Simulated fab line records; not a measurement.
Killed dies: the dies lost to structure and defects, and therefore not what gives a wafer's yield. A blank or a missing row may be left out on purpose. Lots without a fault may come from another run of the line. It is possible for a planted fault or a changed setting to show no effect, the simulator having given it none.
fab line records    flow n5Finfet
[record] lots = 4  wafers = 12  lastDay = 16
route steps=1938 shown FIN_SAQP@149 FIN_CUT@154 BEOL_M4@1111
lots with no fault: from the same line, run without faults
startH: start of the lot's first displayed wafer, in hours after the record's first day    waitH: time in hours since the lot's previous step    " repeats the value in the row above    L1.1+2: several wafers, shown together as one row    - no value, or no start was given    * or withheld: withheld    < > ~ a bound
route shown NAME@n: NAME is a module with steps in the file, n the number in the route of the first one    usual: mean/standard deviation taken from wafers without a fault    same: alike in all rows    chamber/n: place in a boat    sites: each site's reading    _std_site: the values' standard deviation    _edge_site: inner sites' mean taken away from outer sites' mean    radiusMm: for every site, how far away it sits from the centre of the wafer    mask NAME#n: copy n    behind: the last tool/chamber to shape the wafer    hold: cause of the lot's hold/its duration in hours/its outcome    device: the n, p or np transistor that did not switch    end of line: tests of these same wafers at the route's end    a step given without rows: its recipe and nothing more    killed: dies that structure and defects cost at the first sort, which is not the same as the wafer's yield    map: dies across one wafer; x = killed, . = not, _ = none there
set.NAME: the setting that was run; set.NAME@STEP: the one run at that earlier step    model.NAME: the simulator's own value behind a step, which no gauge read
lots seen at some steps along the route; tables by step, rows by wafer
services: a tool's chamber out of use, with start hour (startH, from the record's first day; less than 0 if before it), hours out, and reason
[[steps]]
[step N5_FIN_SAQP_PRECLEAN_38]
[recipe] chemistry = O3/DIW  timeS = 45  tempC = 22  o3Ppm = 10
[step N5_FIN_SAQP_PRECLEAN_45]
[recipe] chemistry = dHF  timeS = 10  dilution = 500:1  tempC = 25
[step N5_FIN_SAQP_SRD_39]
[recipe] dry = ipaMarangoni  timeS = 30  tempC = 23  rinseLiquid = diw
[step N5_FIN_CUT_COAT_18]
[recipe] resist = SOC  tempC = 250  timeS = 60  spinRpm = 1500  resistThkNm = 230
[step N5_FIN_CUT_COAT_19]
[recipe] resist = SiARC  tempC = 220  timeS = 60  spinRpm = 1500  resistThkNm = 20
[step N5_FIN_CUT_COAT_29]
[recipe] resist = underlayer  tempC = 205  timeS = 60  spinRpm = 1500  resistThkNm = 10
[step N5_FIN_CUT_COAT_02]
[recipe] resist = CAR-EUV  spinRpm = 1500  resistThkNm = 30
[step N5_FIN_CUT_EBR_04]
[recipe] solvent = PGMEA  ebrWidthMm = 1.5
[step N5_FIN_CUT_SOFTBAKE_03]
[recipe] tempC = 110  timeS = 60  resist = CAR-EUV
[step N5_FIN_CUT_EXPOSE_05]
[recipe] maskId = FIN_CUT  na = 0.33  sourceShape = annular  sigmaInner = 0.35  sigmaOuter = 0.8  polarization = unpolarized  doseMj = 45.75
[usual] exposureDoseMJCm2 = 45.79/0.11
[same] na = 0.33
lot.wafer  tool           chamber  startH  waitH  mask       exposureDoseMJCm2
L539.1     euvScanner-02  0        47.04   -      FIN_CUT#0  45.70
L539.3     "              0        "       "      FIN_CUT#0  45.68
L539.6     "              0        "       "      FIN_CUT#0  45.68
L548.2     euvScanner-02  0        101.84  -      FIN_CUT#0  43.27
L548.5     "              0        "       "      FIN_CUT#0  43.40
L548.6     "              0        "       "      FIN_CUT#0  43.40
L549.1     euvScanner-02  0        105.54  -      FIN_CUT#0  43.75
L549.2     "              0        "       "      FIN_CUT#0  43.81
L549.5     "              0        "       "      FIN_CUT#0  43.79
L556.3     euvScanner-01  0        146.41  -      FIN_CUT#0  45.85
L556.4     "              0        "       "      FIN_CUT#0  45.87
L556.5     "              0        "       "      FIN_CUT#0  45.87
[step N5_FIN_CUT_PEB_06]
[recipe] pebTempC = 100  pebTimeS = 60  resist = CAR-EUV
[step N5_FIN_CUT_DEVELOP_07]
[recipe] developTimeS = 30  developer = TMAH  resist = CAR-EUV  rinseLiquid = surfactantRinse  dry = airSpin  devTempC = 23
[step N5_FIN_CUT_CD_MEAS_08]
[recipe] targetCdNm = 29.1  landingEnergyEv = 500  detector = seInlens  polarity = opening
[usual] cdNm = 29.07/0.23
[same] landingEnergyEv = 500
lot.wafer  tool      chamber  startH  waitH  cdNm
L539.1     cdSem-01  0        47.18   -      29.43
L539.3     "         0        "       "      29.16
L539.6     "         0        "       "      29.34
L548.2     cdSem-02  0        101.97  -      28.33
L548.5     "         0        "       "      28.09
L548.6     "         0        "       "      28.22
L549.1     cdSem-01  0        105.67  -      28.62
L549.2     "         0        "       "      27.98
L549.5     "         0        "       "      28.39
L556.3     cdSem-03  0        146.53  -      28.74
L556.4     "         0        "       "      29.29
L556.5     "         0        "       "      29.24
[step N5_FIN_CUT_DESCUM_13]
[recipe] chemistry = O2  timeS = 7  sourcePowerW = 50  biasPowerW = 20  pressureMtorr = 20  rfFrequencyHz = 2.712e+07  tempC = 40  resist = CAR-EUV  o2FlowSccm = 225
[step N5_FIN_CUT_ETCH_30]
[recipe] chemistry = N2/H2  target = underlayer  targetDepthA = 130  maskMaterial = CAR-EUV  timeS = 10.4  ionEnergyEv = 200  pressureMtorr = 30  sourceW = 840  biasW = 150  n2FlowSccm = 200  h2FlowSccm = 200  ends = cleared
[usual] drypumpMotorCurrentA = 5.6/0.5  etchRfOnTimeS = 10.38/0.26  oesProductAu = 0.65/0.075  rfVppV = 523.5/2.6  showerheadPlenumPTorr = 2.52/0.084  throttleValvePct = 17.8/0.35
lot.wafer  tool        chamber  startH  waitH  drypumpMotorCurrentA  etchRfOnTimeS  oesProductAu  rfHoursCounterH  rfVppV  showerheadPlenumPTorr  throttleValvePct  model.FIN_CUT.cdOffsetNm
L539.1     rieDiel-03  2        47.34   0.0    6.6                   10.48          0.68          113              527.9   2.64                   17.6              0.2
L539.3     "           3        "       "      5.4                   10.58          0.60          216              521.5   2.51                   18.2              0.2
L539.6     "           2        "       "      6.6                   10.51          0.68          -                527.4   2.64                   17.6              0.4
L548.2     rieDiel-03  2        102.12  0.0    6.6                   10.34          0.68          129              528.8   2.64                   17.6              -1
L548.5     "           0        "       "      5.7                   10.22          0.60          -                524.9   2.50                   18.0              -1
L548.6     "           3        "       "      5.4                   10.47          0.61          -                522.7   2.51                   18.2              -1.2
L549.1     rieDiel-05  1        105.83  0.0    5.8                   11.00          0.59          213              520.6   2.43                   18.0              -0.4
L549.2     "           2        "       "      5.7                   10.43          0.58          216              523.9   2.61                   17.4              -0.8
L549.5     "           3        "       "      5.0                   10.12          0.60          -                523.2   2.50                   17.5              -0.8
L556.3     rieDiel-05  2        146.68  0.0    5.7                   10.41          0.57          227              524.2   2.61                   17.4              0
L556.4     "           1        "       "      5.8                   11.08          0.59          227              519.6   2.42                   18.1              0.2
L556.5     "           1        "       "      5.8                   11.17          0.59          -                519.9   2.42                   18.0              0.2
[step N5_FIN_CUT_ETCH_20]
[recipe] chemistry = CF4  target = SiARC  targetDepthA = 260  maskMaterial = CAR-EUV  timeS = 43.3  ionEnergyEv = 80  pressureMtorr = 40  sourceW = 545  biasW = 36  Ar_flow_sccm = 100  cf4FlowSccm = 100  ends = cleared
[step N5_FIN_CUT_ETCH_21]
[recipe] chemistry = N2/H2  target = SOC  targetDepthA = 2190  overetchA = 438  maskMaterial = SiARC  tempC = 40  ionEnergyEv = 100  biasW = 61  timeS = 523.5  pressureMtorr = 30  sourceW = 850  n2FlowSccm = 200  h2FlowSccm = 200
[step N5_FIN_CUT_STRIP_23]
[recipe] chemistry = N2/H2  tempC = 40  n2FlowSccm = 200  h2FlowSccm = 200  rfFrequencyHz = 6e+07
[step N5_FIN_CUT_STRIP_31]
[recipe] chemistry = N2/H2  tempC = 40  n2FlowSccm = 200  h2FlowSccm = 200  rfFrequencyHz = 6e+07
[step N5_FIN_CUT_STRIP_24]
[recipe] chemistry = CF4  resist = SiARC  powerW = 300  biasPowerW = 75  pressureMtorr = 50  cf4FlowSccm = 150  rfFrequencyHz = 6e+07
[step N5_FIN_CUT_CUT_ETCH_26]
[recipe] chemistry = CH3F/O2  target = SiNx  targetDepthA = 390  maskMaterial = SOC  timeS = 55.7  pressureMtorr = 30  sourceW = 395  biasW = 73  Ar_flow_sccm = 150  CH3F_flow_sccm = 30  O2_flow_sccm = 20  ionEnergyEv = 120
[step N5_FIN_CUT_CUT_ETCH_27]
[recipe] chemistry = CHF3/O2  target = SiO2  targetDepthA = 40  maskMaterial = SOC  overetchA = 20  timeS = 4.9  pressureMtorr = 30  sourceW = 650  biasW = 170  Ar_flow_sccm = 200  CHF3_flow_sccm = 50  O2_flow_sccm = 5  ionEnergyEv = 200
[usual] drypumpMotorCurrentA = 5.6/0.5  oesProductAu = 0.60/0.067  rfVppV = 517/8.8  showerheadPlenumPTorr = 2.39/0.079  throttleValvePct = 18.71/0.24
lot.wafer  tool        chamber  startH  waitH  drypumpMotorCurrentA  oesProductAu  rfHoursCounterH  rfVppV  showerheadPlenumPTorr  throttleValvePct  model.FIN_CUT.cdOffsetNm
L539.1     rieDiel-03  2        47.78   0.0    6.6                   0.63          114              527     2.51                   18.66             1
L539.3     "           3        "       "      5.4                   0.56          216              514     2.38                   19.09             0.4
L539.6     "           2        "       "      6.6                   0.64          -                527     2.51                   18.64             1
L548.2     rieDiel-03  2        102.57  0.0    6.6                   0.62          130              527     2.51                   18.67             -1
L548.5     "           0        "       "      5.6                   0.56          -                511     2.37                   18.95             -0.2
L548.6     "           3        "       "      5.4                   0.56          -                512     2.38                   19.13             -1
L549.1     rieDiel-05  1        106.28  0.0    5.8                   0.57          214              519     2.30                   18.78             -0.8
L549.2     "           2        "       "      5.7                   0.55          217              524     2.48                   18.51             0
L549.5     "           3        "       "      5.0                   0.56          -                509     2.37                   18.52             -0.2
L556.3     rieDiel-05  2        147.13  0.0    5.7                   0.53          227              523     2.48                   18.55             0.6
L556.4     "           1        "       "      5.8                   0.56          228              520     2.29                   18.80             -0.8
L556.5     "           1        "       "      5.8                   0.56          -                518     2.29                   18.80             -0.8
[step N5_FIN_CUT_PRECLEAN_35]
[recipe] timeS = 13.3  tempC = 45  pressureTorr = 125  pHfTorr = 3  pCoreactantTorr = 25  chemistry = vHF
[step N5_BEOL_M4_RC_MEAS_101]
[usual] DIBL_N = 36.1/1.5  DIBL_P = 36.1/1.9  IOFF_N = 0.159/0.029  IOFF_P = 0.21/0.038  ION_N = 675/11  ION_P = 464/8.1  SS_N = 71.5/0.57  SS_P = 73.3/0.64  VT_N = 249/3.1  VT_P = -250/3.8
lot.wafer  tool       chamber  startH  waitH  DIBL_N[mV/V]  DIBL_P[mV/V]  IOFF_N[nA/um]  IOFF_P[nA/um]  ION_N[uA/um]  ION_P[uA/um]  SS_N[mV/dec]  SS_P[mV/dec]  VT_N[mV]  VT_P[mV]
L539.1     prober-01  0        177.38  0.0    39.6          37.8          0.197          0.25           674           466           72.4          73.6          247       -246
L539.3     "          0        "       "      38.7          38.8          0.193          0.27           679           469           71.7          73.3          247       -245
L539.6     "          0        "       "      35.5          33.8          0.126          0.18           653           450           71.8          72.7          254       -250
L548.2     prober-01  0        245.64  0.2    36.0          35.0          0.134          0.17           667           457           71.6          72.7          253       -252
L548.5     "          0        "       "      32.2          31.4          0.091          0.13           653           449           69.2          71.7          256       -255
L548.6     "          0        "       "      34.5          33.7          0.123          0.16           668           450           70.8          72.7          253       -254
L549.1     prober-01  0        248.35  0.0    36.7          37.0          0.166          0.22           682           465           71.9          73.0          248       -248
L549.2     "          0        "       "      36.1          36.4          0.141          0.20           680           464           71.0          73.5          252       -250
L549.5     "          0        "       "      34.4          34.9          0.118          0.18           662           458           71.3          73.1          254       -251
L556.3     prober-01  0        281.61  0.3    36.0          36.2          0.162          0.25           686           475           71.7          72.9          249       -242
L556.4     "          0        "       "      34.5          34.2          0.131          0.21           674           467           71.0          71.9          248       -245
L556.5     "          0        "       "      35.5          35.1          0.150          0.23           684           477           72.2          73.2          251       -246
[[services]]
tool           chamber  startH  hours  kind
rieDiel-03     1        27.51   -      clean
rieDiel-03     1        27.51   -      consumableReplace:focusRing
rieDiel-03     1        27.51   -      consumableReplace:showerhead
rieDiel-03     1        27.51   19.0   scheduledDown
rieDiel-03     1        27.51   19.0   ventCycle
rieDiel-05     0        29.58   -      clean
rieDiel-05     0        29.58   -      consumableReplace:focusRing
rieDiel-05     0        29.58   16.3   scheduledDown
rieDiel-05     0        29.58   16.3   ventCycle
euvScanner-01  0        32.72   -      calibration
euvScanner-01  -        40.79   1.0    pm
euvScanner-01  -        52.68   4.6    pm
euvScanner-01  -        57.72   0.5    repair
euvScanner-02  -        69.13   1.0    pm
euvScanner-02  -        75.12   4.6    pm
euvScanner-01  -        96.94   1.0    pm
euvScanner-02  -        109.32  1.3    repair
euvScanner-02  -        125.28  1.0    pm
euvScanner-01  -        144.57  1.2    repair
[[key]]
[firstSign] step = N5_FIN_CUT_EXPOSE_05  reading = exposureDoseMJCm2  direction = down  sigmas = 20  usual = 45.79  struck = 43.57
[effect] step = N5_FIN_CUT_CD_MEAS_08  reading = cdNm  direction = down  sigmas = 3.5  usual = 29.07  struck = 28.27  through = controlLoop
[modelEffect] step = N5_FIN_CUT_ETCH_30  value = FIN_CUT.cdOffsetNm  without = -0.1333  struck = -0.8667
[modelEffect] step = N5_FIN_CUT_CUT_ETCH_27  value = FIN_CUT.cdOffsetNm  without = 0.3333  struck = -0.5333
metAt N5_FIN_CUT_EXPOSE_05
struckWafers L548.2,L548.5,L548.6,L549.1,L549.2,L549.5
[loopTrim] step = N5_FIN_CUT_EXPOSE_05  setting = dose  lots = L549
onsetBetween 47.04 101.84
[fault] kind = processParameterDrift  tool = euvScanner-02  chamber = -  onsetH = 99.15  steps = N5_FIN_CUT_EXPOSE_05  channel = doseMj  offset = -2.3346  shape = step  actsIn = theseRecipesOnly  stated = 45.75
// loopTrim: a control loop set the setting to another value than it would have without faults
